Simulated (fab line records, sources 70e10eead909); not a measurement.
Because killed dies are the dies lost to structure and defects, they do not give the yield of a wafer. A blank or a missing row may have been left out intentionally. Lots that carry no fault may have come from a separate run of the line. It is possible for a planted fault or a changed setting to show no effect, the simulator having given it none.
fab line records	flow nand-harc
record lots=24	wafers=72	last-day=32
route steps=1302 shown A_CONTACT@1043
lots untouched by any fault: they come from a run of this same line in which no faults occurred
start-h: hours from the record's opening day to when the first of the lot's shown wafers began	wait-h: hours elapsed since this lot's preceding step	" unchanged from the row above	L1.1+2: a row that stands for several wafers	- no value present, or no start provided	* or withheld: withheld	< > ~ a bound
route shown NAME@n: NAME is a module with steps in the file, n the number in the route of the first one	usual: average and standard deviation across the fault-free wafers	same: alike in all rows	chamber/n: place in a boat	sites: the reading at each site	_std_site: standard deviation of those values	_edge_site: mean of outer sites minus mean of inner sites	radius-mm: how far each site lies from the wafer's centre	mask NAME#n: copy n	behind: the tool/chamber that last shaped the wafer	hold: why the lot was held/for how many hours/how that ended	device: which transistor (n, p or np) failed to switch	end of line: the tests these same wafers got at the end of their route	for a step that has no rows: nothing shown but its recipe	killed: not the wafer's yield, but the dies lost to structure and defects at the first sort	map: shows each die of a wafer: x if killed, . if not, _ if none is there
set.NAME: the run value of the setting; set.NAME@STEP: its run value at that earlier step	model.NAME: the simulator's own value behind a step, which no gauge read
steps of the route over a sample of lots; a table a step, a row a wafer
services: the hour from which a tool's chamber was out of use, counted from the record's first day as start-h (under 0 if before that day), plus the number of hours and why
## steps
# step NHARC_A_CONTACT_ETCH_75
# recipe target-depth-a=390	over-etch-frac=0.3	time-s=65	ion-energy-ev=80	cf4-flow-sccm=150	ar-flow-sccm=0	rf-w=300	bias-w=100	chemistry=CF4
# usual cf4-flow-sccm=150.0/0.46	drypump-motor-current-A=5.6/0.51	oes-product-au=1.003/0.013	rf-vpp-V=151.5/1.2	showerhead-plenum-p-Torr=1.79/0.068	throttle-valve-pct=13.283/0.0089
lot.wafer	tool	chamber	start-h	wait-h	cf4-flow-sccm	drypump-motor-current-A	oes-product-au	rf-hours-counter-h	rf-vpp-V	showerhead-plenum-p-Torr	throttle-valve-pct
L075.2	rie-diel-11	1	509.41	0.1	150.2	4.9	0.991	17	152.5	1.90	13.286
L075.5	"	0	"	"	149.9	4.7	1.027	-	150.9	1.73	13.288
L075.6	"	1	"	"	149.8	4.9	0.981	-	153.0	1.90	13.297
L074.3	rie-diel-04	3	516.48	0.1	149.4	5.2	1.004	29	151.4	1.72	13.284
L074.2	"	1	"	"	149.6	5.9	1.011	23	150.7	1.74	13.276
L074.4	"	2	"	"	149.4	6.1	1.026	27	153.0	1.87	13.277
L076.2	rie-diel-04	2	523.81	0.1	149.5	6.1	1.029	29	154.1	1.87	13.282
L076.3	"	3	"	"	150.4	5.2	1.015	32	151.6	1.72	13.282
L076.6	"	2	"	"	150.0	6.1	1.030	-	151.3	1.87	13.303
L079.1	rie-diel-04	0	531.37	0.1	150.3	5.5	0.995	29	152.7	1.83	13.279
L079.3	"	3	"	"	150.6	5.2	1.012	34	150.8	1.72	13.287
L079.6	"	1	"	"	150.3	6.0	1.003	-	150.3	1.74	13.281
L077.4	rie-diel-01	1	534.30	0.1	150.1	5.2	0.990	53	152.6	1.89	13.277
L077.2	"	3	"	"	149.7	5.7	1.007	51	150.0	1.74	13.279
L077.3	"	0	"	"	150.7	5.9	1.013	47	152.6	1.82	13.308
L078.3	rie-diel-11	3	539.66	0.1	151.0	5.5	1.002	34	149.9	1.73	13.266
L078.4	"	1	"	"	150.2	4.9	0.968	24	154.2	1.90	13.267
L078.6	"	0	"	"	150.3	4.7	1.011	-	150.7	1.73	13.273
L081.3	rie-diel-04	2	564.72	0.1	149.6	6.1	1.012	3	153.1	1.87	13.286
L081.1	"	3	"	"	149.5	5.2	0.980	4	148.3	1.72	13.285
L081.5	"	0	"	"	150.2	5.5	1.003	-	152.0	1.83	13.288
L080.3	rie-diel-11	3	566.18	0.1	149.2	5.5	1.018	42	149.7	1.72	13.280
L080.2	"	1	"	"	149.5	4.9	0.979	33	153.4	1.90	13.287
L080.5	"	2	"	"	150.6	5.9	0.991	-	152.0	1.75	13.273
L082.2	rie-diel-04	1	581.64	0.1	150.0	5.9	0.999	7	151.6	1.73	13.290
L082.4	"	2	"	"	149.7	6.1	1.008	6	151.7	1.86	13.289
L082.5	"	0	"	"	150.8	5.5	0.998	-	152.7	1.83	13.285
L083.3	rie-diel-04	0	593.59	0.1	149.7	5.5	1.002	10	150.8	1.83	13.291
L083.1	"	1	"	"	150.0	6.0	1.007	10	150.5	1.73	13.283
L083.4	"	1	"	"	150.6	6.0	1.009	-	150.7	1.73	13.275
L084.1	rie-diel-11	1	594.95	0.1	149.5	4.9	0.968	43	155.0	1.90	13.287
L084.3	"	3	"	"	149.3	5.5	1.013	52	148.9	1.72	13.284
L084.4	"	0	"	"	150.0	4.7	1.020	52	149.9	1.72	13.277
L085.3	rie-diel-04	3	606.54	0.1	150.0	5.2	0.988	9	150.3	1.71	13.291
L085.5	"	1	"	"	150.1	5.9	0.999	-	150.3	1.73	13.286
L085.6	"	2	"	"	150.3	6.1	1.026	-	151.1	1.86	13.294
L087.4	rie-diel-04	1	621.49	0.1	150.4	5.9	1.003	17	151.5	1.73	13.281
L087.1	"	3	"	"	150.0	5.2	0.995	12	150.1	1.71	13.282
L087.6	"	2	"	"	149.4	6.1	1.001	-	153.4	1.86	13.290
L086.1	rie-diel-11	1	624.53	0.1	150.0	4.9	0.988	0	154.2	1.90	13.281
L086.4	"	3	"	"	149.7	5.5	1.012	0	150.0	1.72	13.284
L086.6	"	1	"	"	150.8	4.9	0.989	-	153.3	1.89	13.281
L088.1	rie-diel-11	2	640.39	0.1	149.7	5.9	1.006	5	151.1	1.74	13.289
L088.4	"	3	"	"	149.8	5.5	1.020	8	150.4	1.72	13.290
L088.6	"	1	"	"	149.8	4.9	0.999	-	152.5	1.89	13.285
L089.5	rie-diel-01	0	650.44	0.2	150.0	5.8	1.002	-	153.6	1.81	13.271
L089.4	"	1	"	"	149.2	5.2	0.974	-	152.4	1.88	13.291
L089.6	"	2	"	"	150.5	6.7	1.006	-	151.2	1.85	13.293
L090.3	rie-diel-04	0	668.19	0.1	149.4	5.5	1.003	25	152.0	1.82	13.285
L090.4	"	2	"	"	149.7	6.1	1.009	24	151.6	1.86	13.280
L090.5	"	3	"	"	150.4	5.2	0.986	-	149.7	1.71	13.287
L092.3	rie-diel-04	2	673.31	0.1	150.4	6.1	1.009	25	152.5	1.86	13.292
L092.1	"	3	"	"	150.6	5.2	0.994	21	151.8	1.71	13.275
L092.5	"	2	"	"	149.5	6.1	1.004	-	154.6	1.86	13.279
L091.4	rie-diel-04	3	676.18	0.1	150.5	5.2	0.993	22	151.7	1.71	13.278
L091.3	"	0	"	"	149.0	5.5	1.016	27	151.5	1.82	13.266
L091.5	"	1	"	"	149.2	5.9	1.010	-	149.8	1.73	13.274
L093.2	rie-diel-04	1	693.14	0.1	149.6	5.9	1.007	31	151.0	1.73	13.273
L093.3	"	2	"	"	150.3	6.1	1.011	30	151.3	1.86	13.294
L093.6	"	0	"	"	150.7	5.5	1.009	-	151.0	1.82	13.263
L095.3	rie-diel-04	2	700.03	0.1	150.0	6.1	1.014	30	151.7	1.86	13.279
L095.2	"	1	"	"	150.0	6.0	1.013	32	151.2	1.73	13.275
L095.5	"	2	"	"	149.1	6.1	1.010	-	152.7	1.86	13.278
L094.4	rie-diel-11	0	700.88	0.1	149.9	4.7	1.003	33	152.6	1.71	13.263
L094.1	"	2	"	"	149.6	5.9	0.999	27	151.2	1.74	13.289
L094.3	"	3	"	"	149.8	5.5	1.020	29	151.2	1.71	13.289
L096.3	rie-diel-04	3	703.25	0.1	150.1	5.2	0.987	27	150.5	1.71	13.281
L096.6	"	1	"	"	150.2	5.9	0.998	-	149.9	1.73	13.279
L096.5	"	2	"	"	149.6	6.1	1.014	-	152.7	1.86	13.275
L097.4	rie-diel-01	1	717.94	0.1	150.5	5.2	0.988	42	152.4	1.88	13.294
L097.1	"	2	"	"	149.9	6.7	1.003	47	153.9	1.85	13.298
L097.3	"	0	"	"	150.2	5.9	0.997	46	151.1	1.80	13.285
# step NHARC_A_CONTACT_ETCH_77
# recipe target-depth-a=1089	time-s=54.5	cf4-flow-sccm=100	chf3-flow-sccm=30	ar-flow-sccm=0	rf-w=500	bias-w=200	chemistry=CF4/CHF3
# usual cf4-flow-sccm=100.0/0.31	drypump-motor-current-A=5.6/0.49	oes-product-au=0.939/0.026	rf-vpp-V=371.3/2.2	showerhead-plenum-p-Torr=1.59/0.061	throttle-valve-pct=16.802/0.0089
lot.wafer	tool	chamber	start-h	wait-h	cf4-flow-sccm	drypump-motor-current-A	oes-product-au	rf-hours-counter-h	rf-vpp-V	showerhead-plenum-p-Torr	throttle-valve-pct
L075.2	rie-diel-11	2	-	-	100.0	6.0	0.895	23	371.3	1.56	16.805
L075.5	"	2	"	"	99.8	5.9	0.902	-	370.6	1.56	16.806
L075.6	"	3	"	"	99.6	5.5	0.928	-	368.9	1.54	16.803
L074.4	rie-diel-04	2	-	-	100.3	6.1	0.948	27	375.5	1.66	16.807
L074.3	"	3	"	"	100.1	5.2	0.931	30	368.8	1.53	16.802
L074.2	"	1	"	"	99.4	6.0	0.940	23	369.9	1.55	16.805
L076.3	rie-diel-04	0	-	-	100.1	5.5	0.957	27	372.5	1.63	16.794
L076.2	"	1	"	"	99.9	5.9	0.977	25	369.8	1.55	16.808
L076.6	"	0	"	"	100.4	5.5	0.944	-	371.9	1.63	16.782
L079.1	rie-diel-04	2	-	-	100.0	6.1	1.011	32	373.5	1.66	16.786
L079.3	"	3	"	"	99.7	5.2	0.981	34	368.6	1.53	16.801
L079.6	"	2	"	"	99.5	6.1	1.007	-	373.7	1.66	16.818
L077.3	rie-diel-01	2	-	-	99.9	6.7	0.926	47	372.4	1.66	16.799
L077.4	"	3	"	"	99.9	5.7	0.924	51	369.2	1.55	16.793
L077.2	"	1	"	"	100.5	5.3	0.913	53	374.8	1.69	16.794
L078.4	rie-diel-11	3	-	-	100.0	5.5	0.929	34	369.6	1.53	16.803
L078.3	"	2	"	"	99.6	5.9	0.910	30	369.5	1.56	16.805
L078.6	"	3	"	"	99.7	5.5	0.932	-	369.3	1.53	16.792
L081.3	rie-diel-04	1	-	-	100.4	6.0	0.943	5	371.0	1.54	16.796
L081.1	"	2	"	"	100.4	6.1	0.935	4	373.4	1.66	16.799
L081.5	"	1	"	"	100.3	6.0	0.932	-	369.8	1.54	16.789
L080.2	rie-diel-11	1	-	-	99.8	4.9	0.916	34	375.1	1.69	16.784
L080.3	"	0	"	"	100.3	4.7	0.945	42	368.7	1.53	16.807
L080.5	"	2	"	"	99.9	6.0	0.916	-	370.8	1.56	16.805
L082.2	rie-diel-04	2	-	-	99.5	6.1	0.924	7	373.1	1.66	16.804
L082.4	"	3	"	"	100.0	5.2	0.924	7	368.8	1.52	16.813
L082.5	"	1	"	"	99.9	6.0	0.920	-	370.0	1.54	16.796
L083.1	rie-diel-04	2	-	-	100.3	6.2	0.936	9	374.0	1.66	16.807
L083.3	"	0	"	"	99.4	5.5	0.919	11	372.8	1.63	16.788
L083.4	"	0	"	"	99.7	5.5	0.930	-	373.2	1.63	16.799
L084.4	rie-diel-11	2	-	-	99.8	5.9	0.904	48	369.2	1.55	16.802
L084.3	"	3	"	"	100.4	5.5	0.943	53	369.4	1.53	16.814
L084.1	"	1	"	"	100.2	4.9	0.891	43	374.6	1.69	16.785
L085.3	rie-diel-04	1	-	-	100.2	6.0	0.921	14	369.9	1.54	16.800
L085.5	"	1	"	"	99.9	5.9	0.912	-	370.2	1.54	16.795
L085.6	"	2	"	"	99.8	6.1	0.938	-	373.8	1.66	16.801
L087.4	rie-diel-04	2	-	-	99.9	6.1	0.925	16	374.3	1.66	16.815
L087.1	"	0	"	"	99.8	5.5	0.929	18	371.7	1.63	16.825
L087.6	"	1	"	"	100.0	6.0	0.934	-	368.9	1.54	16.798
L086.4	rie-diel-11	1	-	-	100.6	4.9	0.956	0	374.5	1.69	16.816
L086.1	"	3	"	"	100.1	5.5	0.999	0	368.9	1.53	16.787
L086.6	"	0	"	"	100.4	4.7	0.977	-	369.4	1.53	16.798
L088.1	rie-diel-11	2	-	-	99.7	5.9	0.989	5	369.3	1.55	16.813
L088.4	"	1	"	"	99.4	4.9	0.988	5	374.1	1.69	16.811
L088.6	"	2	"	"	100.2	5.9	0.981	-	369.5	1.55	16.815
L089.6	rie-diel-01	1	-	-	100.0	5.2	0.913	-	374.8	1.68	16.813
L089.4	"	2	"	"	99.5	6.7	0.925	-	372.8	1.65	16.806
L089.5	"	0	"	"	100.2	5.8	0.933	-	371.0	1.61	16.779
L090.4	rie-diel-04	0	-	-	100.1	5.5	0.942	25	371.8	1.62	16.797
L090.3	"	1	"	"	100.3	5.9	0.931	26	369.9	1.54	16.795
L090.5	"	3	"	"	100.4	5.2	0.920	-	368.5	1.52	16.798
L092.1	rie-diel-04	3	-	-	100.1	5.2	0.908	21	369.9	1.52	16.806
L092.3	"	1	"	"	100.3	5.9	0.933	28	369.5	1.54	16.800
L092.5	"	0	"	"	100.4	5.5	0.924	-	372.6	1.62	16.789
L091.3	rie-diel-04	2	-	-	99.7	6.1	0.925	26	373.3	1.66	16.801
L091.4	"	3	"	"	99.9	5.2	0.924	22	368.8	1.52	16.803
L091.5	"	2	"	"	100.1	6.1	0.926	-	374.8	1.66	16.786
L093.2	rie-diel-04	1	-	-	100.2	5.9	0.932	31	369.2	1.54	16.805
L093.3	"	3	"	"	99.3	5.2	0.914	26	369.9	1.52	16.810
L093.6	"	1	"	"	99.4	6.0	0.934	-	369.3	1.54	16.816
L095.3	rie-diel-04	2	-	-	99.8	6.1	0.937	31	374.3	1.65	16.781
L095.2	"	3	"	"	100.1	5.2	0.917	27	369.2	1.52	16.790
L095.5	"	3	"	"	99.9	5.2	0.922	-	369.7	1.52	16.801
L094.1	rie-diel-11	0	-	-	99.7	4.7	0.985	33	369.9	1.52	16.792
L094.4	"	1	"	"	99.6	4.9	0.958	27	375.3	1.68	16.804
L094.3	"	2	"	"	99.8	5.9	0.961	27	370.3	1.54	16.802
L096.3	rie-diel-04	2	-	-	99.9	6.1	0.960	32	373.1	1.65	16.798
L096.6	"	1	"	"	99.9	6.0	0.979	-	368.0	1.54	16.812
L096.5	"	2	"	"	99.8	6.1	0.977	-	374.2	1.65	16.808
L097.3	rie-diel-01	0	-	-	99.8	5.8	0.926	46	372.8	1.60	16.815
L097.1	"	2	"	"	100.2	6.7	0.929	47	374.2	1.64	16.799
L097.4	"	3	"	"	100.4	5.7	0.937	48	369.4	1.53	16.814
# step NHARC_A_CONTACT_ETCH_124
# recipe source-w=withheld	pressure-mtorr=20	bias-v=withheld	time-s=140	target-depth-a=7000	ar-flow-sccm=withheld	c4f8-flow-sccm=withheld	o2-flow-sccm=withheld	chemistry=C4F8/O2/Ar
# usual oes-air-line-au=0.999/0.019
lot.wafer	tool	chamber	start-h	wait-h	oes-air-line-au	rf-hours-counter-h
L075.2	har-cap-etch-02	0	510.99	-	0.987	88
L075.6	"	0	"	"	1.003	-
L075.5	"	1	"	"	1.008	-
L074.2	har-cap-etch-01	0	517.92	-	0.997	0
L074.3	"	0	"	"	1.027	-
L074.4	"	1	"	"	1.010	-
L076.2	har-cap-etch-01	0	525.50	-	1.010	4
L076.3	"	1	"	"	1.032	-
L076.6	"	1	"	"	1.020	-
L079.1	har-cap-etch-02	0	532.86	-	0.993	96
L079.3	"	1	"	"	1.011	-
L079.6	"	1	"	"	0.985	-
L077.2	har-cap-etch-01	1	535.79	-	1.043	8
L077.4	"	0	"	"	0.996	-
L077.3	"	1	"	"	1.035	-
L078.3	har-cap-etch-03	1	541.35	-	1.007	-
L078.4	"	0	"	"	0.988	-
L078.6	"	1	"	"	0.997	-
L081.1	har-cap-etch-02	0	566.17	-	0.964	100
L081.3	"	0	"	"	0.965	-
L081.5	"	0	"	"	1.000	-
L080.2	har-cap-etch-03	0	567.94	-	0.991	53
L080.3	"	0	"	"	0.981	-
L080.5	"	0	"	"	1.009	-
L082.2	har-cap-etch-02	1	583.12	-	1.010	103
L082.4	"	0	"	"	0.990	-
L082.5	"	1	"	"	1.002	-
L083.1	har-cap-etch-01	1	595.33	-	1.035	18
L083.3	"	1	"	"	1.011	-
L083.4	"	0	"	"	0.992	-
L084.1	har-cap-etch-03	1	596.41	-	0.974	58
L084.4	"	1	"	"	1.015	-
L084.3	"	0	"	"	0.963	-
L085.3	har-cap-etch-02	1	608.13	-	1.024	-
L085.5	"	0	"	"	0.963	-
L085.6	"	1	"	"	0.979	-
L087.1	har-cap-etch-01	1	622.97	-	0.986	24
L087.4	"	1	"	"	1.012	-
L087.6	"	1	"	"	0.996	-
L086.1	har-cap-etch-03	0	626.00	-	1.031	64
L086.4	"	1	"	"	1.014	-
L086.6	"	0	"	"	1.018	-
L088.1	har-cap-etch-02	0	641.87	-	0.938	114
L088.4	"	1	"	"	1.006	-
L088.6	"	1	"	"	1.000	-
L089.4	har-cap-etch-01	1	652.26	-	1.010	-
L089.6	"	0	"	"	1.027	-
L089.5	"	1	"	"	1.039	-
L090.4	har-cap-etch-03	0	669.70	-	1.002	-
L090.3	"	1	"	"	0.976	-
L090.5	"	1	"	"	0.995	-
L092.1	har-cap-etch-01	0	674.79	-	0.979	33
L092.3	"	0	"	"	0.973	-
L092.5	"	0	"	"	1.003	-
L091.3	har-cap-etch-02	0	677.70	-	1.010	-
L091.4	"	1	"	"	0.966	-
L091.5	"	0	"	"	1.011	-
L093.2	har-cap-etch-02	1	694.59	-	0.984	126
L093.3	"	0	"	"	0.996	-
L093.6	"	1	"	"	1.004	-
L095.2	har-cap-etch-01	1	701.53	-	1.022	39
L095.3	"	1	"	"	1.014	-
L095.5	"	1	"	"	1.039	-
L094.1	har-cap-etch-03	1	702.34	-	0.998	76
L094.4	"	1	"	"	0.997	-
L094.3	"	0	"	"	1.000	-
L096.3	har-cap-etch-01	1	704.81	-	1.007	-
L096.6	"	0	"	"	1.027	-
L096.5	"	1	"	"	0.993	-
L097.1	har-cap-etch-03	0	719.43	-	1.008	80
L097.4	"	1	"	"	1.006	-
L097.3	"	0	"	"	0.989	-
# step NHARC_A_CONTACT_ETCH_127
# recipe source-w=withheld	pressure-mtorr=20	bias-v=3000	time-s=197	target-depth-a=19180	ar-flow-sccm=withheld	c4f8-flow-sccm=withheld	o2-flow-sccm=withheld	chemistry=C4F8/O2/Ar
# usual oes-air-line-au=0.998/0.02
lot.wafer	tool	chamber	start-h	wait-h	oes-air-line-au	rf-hours-counter-h
L075.2	har-cap-etch-02	0	511.54	0.1	1.014	89
L075.6	"	0	"	"	0.977	-
L075.5	"	1	"	"	0.982	-
L074.2	har-cap-etch-01	0	518.47	0.1	1.016	0
L074.3	"	0	"	"	0.978	-
L074.4	"	1	"	"	0.994	-
L076.2	har-cap-etch-01	0	526.05	0.1	0.987	5
L076.3	"	1	"	"	1.022	-
L076.6	"	1	"	"	1.006	-
L079.1	har-cap-etch-02	0	533.40	0.1	1.018	96
L079.3	"	1	"	"	1.011	-
L079.6	"	1	"	"	0.973	-
L077.2	har-cap-etch-01	1	536.33	0.1	1.014	9
L077.4	"	0	"	"	0.975	-
L077.3	"	1	"	"	1.023	-
L078.3	har-cap-etch-03	1	541.90	0.1	0.996	-
L078.4	"	0	"	"	0.970	-
L078.6	"	1	"	"	0.988	-
L081.1	har-cap-etch-02	0	566.72	0.1	0.997	101
L081.3	"	0	"	"	0.989	-
L081.5	"	0	"	"	1.018	-
L080.2	har-cap-etch-03	0	568.50	0.1	1.007	53
L080.3	"	0	"	"	0.974	-
L080.5	"	0	"	"	0.974	-
L082.2	har-cap-etch-02	1	583.66	0.1	0.967	104
L082.4	"	0	"	"	1.013	-
L082.5	"	1	"	"	0.958	-
L083.1	har-cap-etch-01	1	595.88	0.1	0.971	19
L083.3	"	1	"	"	1.005	-
L083.4	"	0	"	"	0.996	-
L084.1	har-cap-etch-03	1	597.14	0.2	0.991	59
L084.4	"	1	"	"	1.011	-
L084.3	"	0	"	"	1.016	-
L085.3	har-cap-etch-02	1	608.68	0.1	1.011	-
L085.5	"	0	"	"	0.958	-
L085.6	"	1	"	"	1.015	-
L087.1	har-cap-etch-01	1	623.52	0.1	1.007	24
L087.4	"	1	"	"	1.024	-
L087.6	"	1	"	"	0.999	-
L086.1	har-cap-etch-03	0	626.55	0.1	0.979	64
L086.4	"	1	"	"	1.025	-
L086.6	"	0	"	"	0.985	-
L088.1	har-cap-etch-02	0	642.41	0.1	1.012	114
L088.4	"	1	"	"	1.010	-
L088.6	"	1	"	"	1.009	-
L089.4	har-cap-etch-01	1	652.80	0.1	1.007	-
L089.6	"	0	"	"	0.999	-
L089.5	"	1	"	"	0.994	-
L090.4	har-cap-etch-03	0	670.25	0.1	1.003	-
L090.3	"	1	"	"	0.984	-
L090.5	"	1	"	"	0.994	-
L092.1	har-cap-etch-01	0	675.34	0.1	0.999	33
L092.3	"	0	"	"	0.945	-
L092.5	"	0	"	"	0.986	-
L091.3	har-cap-etch-02	0	678.24	0.1	0.998	-
L091.4	"	1	"	"	1.027	-
L091.5	"	0	"	"	1.021	-
L093.2	har-cap-etch-02	1	695.15	0.1	0.985	126
L093.3	"	0	"	"	1.024	-
L093.6	"	1	"	"	1.009	-
L095.2	har-cap-etch-01	1	702.07	0.1	1.014	40
L095.3	"	1	"	"	1.013	-
L095.5	"	1	"	"	1.014	-
L094.1	har-cap-etch-03	1	702.89	0.1	0.999	77
L094.4	"	1	"	"	0.988	-
L094.3	"	0	"	"	0.988	-
L096.3	har-cap-etch-01	1	705.35	0.1	1.046	-
L096.6	"	0	"	"	1.014	-
L096.5	"	1	"	"	1.008	-
L097.1	har-cap-etch-03	0	719.98	0.1	0.978	81
L097.4	"	1	"	"	0.965	-
L097.3	"	0	"	"	0.973	-
# step NHARC_A_CONTACT_ETCH_135
# recipe source-w=withheld	pressure-mtorr=20	bias-v=1200	time-s=311	target-depth-a=19120	ar-flow-sccm=withheld	c4f8-flow-sccm=withheld	o2-flow-sccm=withheld	chemistry=C4F8/O2/Ar
# usual oes-air-line-au=0.999/0.02
lot.wafer	tool	chamber	start-h	wait-h	oes-air-line-au	rf-hours-counter-h
L075.2	har-cap-etch-02	1	520.01	0.2	1.005	92
L075.6	"	0	"	"	1.008	-
L075.5	"	1	"	"	1.028	-
L074.2	har-cap-etch-02	0	527.47	0.2	1.036	94
L074.4	"	0	"	"	0.991	-
L074.3	"	1	"	"	0.979	-
L076.2	har-cap-etch-03	0	534.48	0.2	0.990	48
L076.3	"	0	"	"	1.018	-
L076.6	"	0	"	"	1.043	-
L079.1	har-cap-etch-02	0	540.73	0.2	0.998	98
L079.3	"	1	"	"	0.976	-
L079.6	"	1	"	"	0.970	-
L077.2	har-cap-etch-01	0	543.26	0.2	1.019	10
L077.4	"	1	"	"	1.013	-
L077.3	"	0	"	"	1.034	-
L078.4	har-cap-etch-02	1	548.96	0.2	1.004	-
L078.3	"	0	"	"	1.010	-
L078.6	"	0	"	"	1.016	-
L081.1	har-cap-etch-02	1	574.49	0.2	1.008	102
L081.3	"	0	"	"	0.997	-
L081.5	"	0	"	"	1.001	-
L080.2	har-cap-etch-03	1	576.07	0.2	1.019	55
L080.3	"	1	"	"	1.015	-
L080.5	"	1	"	"	1.032	-
L082.2	har-cap-etch-02	0	590.71	0.2	0.969	105
L082.4	"	0	"	"	0.994	-
L082.5	"	0	"	"	0.969	-
L083.1	har-cap-etch-01	0	603.20	0.2	0.961	20
L083.4	"	0	"	"	0.977	-
L083.3	"	1	"	"	0.993	-
L084.1	har-cap-etch-03	1	605.23	0.3	1.021	60
L084.4	"	0	"	"	1.003	-
L084.3	"	1	"	"	0.961	-
L085.3	har-cap-etch-02	1	617.63	0.2	0.975	-
L085.5	"	1	"	"	0.988	-
L085.6	"	0	"	"	0.991	-
L087.1	har-cap-etch-01	0	630.48	0.2	0.999	25
L087.4	"	0	"	"	0.964	-
L087.6	"	1	"	"	0.999	-
L086.1	har-cap-etch-03	0	633.54	0.2	1.004	65
L086.4	"	1	"	"	0.996	-
L086.6	"	1	"	"	1.023	-
L088.1	har-cap-etch-03	1	651.49	0.2	1.019	67
L088.4	"	0	"	"	1.019	-
L088.6	"	1	"	"	1.047	-
L089.4	har-cap-etch-03	1	659.92	0.2	0.995	-
L089.6	"	1	"	"	0.991	-
L089.5	"	0	"	"	1.006	-
L090.3	har-cap-etch-03	0	678.52	0.2	1.004	-
L090.4	"	1	"	"	1.012	-
L090.5	"	1	"	"	1.028	-
L092.1	har-cap-etch-02	0	684.00	0.2	0.981	122
L092.3	"	0	"	"	0.953	-
L092.5	"	1	"	"	0.996	-
L091.3	har-cap-etch-03	0	687.10	0.2	0.984	-
L091.4	"	1	"	"	0.990	-
L091.5	"	1	"	"	0.998	-
L093.2	har-cap-etch-02	0	704.04	0.2	0.992	128
L093.3	"	0	"	"	1.007	-
L093.6	"	0	"	"	1.009	-
L095.2	har-cap-etch-02	0	709.61	0.2	1.002	129
L095.3	"	0	"	"	1.016	-
L095.5	"	0	"	"	1.004	-
L094.1	har-cap-etch-01	0	710.75	0.2	0.994	43
L094.4	"	1	"	"	1.013	-
L094.3	"	0	"	"	0.977	-
L096.3	har-cap-etch-02	0	713.73	0.2	1.030	-
L096.6	"	0	"	"	1.006	-
L096.5	"	1	"	"	0.998	-
L097.1	har-cap-etch-01	0	726.98	0.2	1.002	44
L097.3	"	1	"	"	1.021	-
L097.4	"	0	"	"	0.991	-
# step NHARC_A_CONTACT_ETCH_138
# recipe source-w=withheld	pressure-mtorr=20	bias-v=1200	time-s=311	target-depth-a=19140	ar-flow-sccm=withheld	c4f8-flow-sccm=withheld	o2-flow-sccm=withheld	chemistry=C4F8/O2/Ar
# usual oes-air-line-au=1.003/0.021
lot.wafer	tool	chamber	start-h	wait-h	oes-air-line-au	rf-hours-counter-h
L075.2	har-cap-etch-02	1	520.81	0.2	1.008	92
L075.6	"	0	"	"	1.013	-
L075.5	"	1	"	"	0.977	-
L074.2	har-cap-etch-02	0	528.29	0.2	1.000	95
L074.4	"	0	"	"	1.012	-
L074.3	"	1	"	"	1.043	-
L076.2	har-cap-etch-03	0	535.30	0.2	1.019	48
L076.3	"	0	"	"	1.000	-
L076.6	"	0	"	"	1.019	-
L079.1	har-cap-etch-02	0	541.54	0.2	1.021	98
L079.3	"	1	"	"	0.995	-
L079.6	"	1	"	"	0.987	-
L077.2	har-cap-etch-01	0	544.08	0.2	0.964	11
L077.4	"	1	"	"	0.965	-
L077.3	"	0	"	"	0.983	-
L078.4	har-cap-etch-02	1	549.77	0.2	0.970	-
L078.3	"	0	"	"	1.018	-
L078.6	"	0	"	"	0.998	-
L081.1	har-cap-etch-02	1	575.31	0.2	1.033	103
L081.3	"	0	"	"	1.021	-
L081.5	"	0	"	"	1.053	-
L080.2	har-cap-etch-03	1	576.89	0.2	0.998	55
L080.3	"	1	"	"	0.989	-
L080.5	"	1	"	"	0.980	-
L082.2	har-cap-etch-02	0	591.53	0.2	0.997	106
L082.4	"	0	"	"	0.981	-
L082.5	"	0	"	"	0.984	-
L083.1	har-cap-etch-01	0	604.01	0.2	1.006	21
L083.4	"	0	"	"	0.983	-
L083.3	"	1	"	"	0.948	-
L084.1	har-cap-etch-03	1	606.68	0.4	1.025	61
L084.4	"	0	"	"	1.040	-
L084.3	"	1	"	"	1.018	-
L085.3	har-cap-etch-02	1	618.45	0.2	1.009	-
L085.5	"	1	"	"	1.001	-
L085.6	"	0	"	"	0.987	-
L087.1	har-cap-etch-01	0	631.29	0.2	1.010	26
L087.4	"	0	"	"	1.006	-
L087.6	"	1	"	"	1.023	-
L086.1	har-cap-etch-03	0	634.35	0.2	1.012	66
L086.4	"	1	"	"	0.992	-
L086.6	"	1	"	"	1.006	-
L088.1	har-cap-etch-03	1	652.31	0.2	1.008	68
L088.4	"	0	"	"	0.996	-
L088.6	"	1	"	"	1.000	-
L089.4	har-cap-etch-03	1	660.74	0.2	1.030	-
L089.6	"	1	"	"	0.987	-
L089.5	"	0	"	"	1.028	-
L090.3	har-cap-etch-03	0	679.33	0.2	0.979	-
L090.4	"	1	"	"	1.005	-
L090.5	"	1	"	"	0.967	-
L092.1	har-cap-etch-02	0	684.80	0.2	1.000	123
L092.3	"	0	"	"	1.035	-
L092.5	"	1	"	"	1.031	-
L091.3	har-cap-etch-03	0	687.91	0.2	1.009	-
L091.4	"	1	"	"	0.988	-
L091.5	"	1	"	"	0.988	-
L093.2	har-cap-etch-02	0	704.86	0.2	0.974	128
L093.3	"	0	"	"	0.972	-
L093.6	"	0	"	"	0.985	-
L095.2	har-cap-etch-02	0	710.43	0.2	0.997	130
L095.3	"	0	"	"	0.991	-
L095.5	"	0	"	"	0.972	-
L094.1	har-cap-etch-01	0	711.57	0.2	1.001	44
L094.4	"	1	"	"	1.012	-
L094.3	"	0	"	"	1.010	-
L096.3	har-cap-etch-02	0	714.55	0.2	0.997	-
L096.6	"	0	"	"	0.976	-
L096.5	"	1	"	"	0.959	-
L097.1	har-cap-etch-01	0	727.81	0.2	1.004	45
L097.3	"	1	"	"	0.989	-
L097.4	"	0	"	"	0.996	-
## services
tool	chamber	start-h	hours	kind
rie-diel-04	0	486.40	-	clean
rie-diel-04	1	486.40	-	clean
rie-diel-04	2	486.40	-	clean
rie-diel-04	3	486.40	-	clean
rie-diel-04	2	496.19	2.8	repair
har-cap-etch-01	-	497.00	17.0	pm
har-cap-etch-01	0	497.00	17.0	vent-cycle
har-cap-etch-01	1	497.00	17.0	vent-cycle
rie-diel-04	1	498.93	8.8	repair
rie-diel-04	0	510.91	-	clean
rie-diel-04	1	510.91	-	clean
rie-diel-04	2	510.91	-	clean
rie-diel-04	3	524.19	1.3	repair
rie-diel-04	-	532.47	9.0	pm
rie-diel-04	2	556.39	3.3	repair
rie-diel-01	-	559.14	9.0	pm
rie-diel-04	3	593.28	13.2	repair
rie-diel-11	-	611.35	9.0	pm
har-cap-etch-02	-	629.71	0.5	repair
rie-diel-04	0	636.13	3.6	repair
rie-diel-01	3	649.53	15.0	repair
rie-diel-01	0	670.29	4.2	repair
rie-diel-11	3	671.47	6.9	repair
rie-diel-04	-	709.72	9.0	pm
## key
fault none
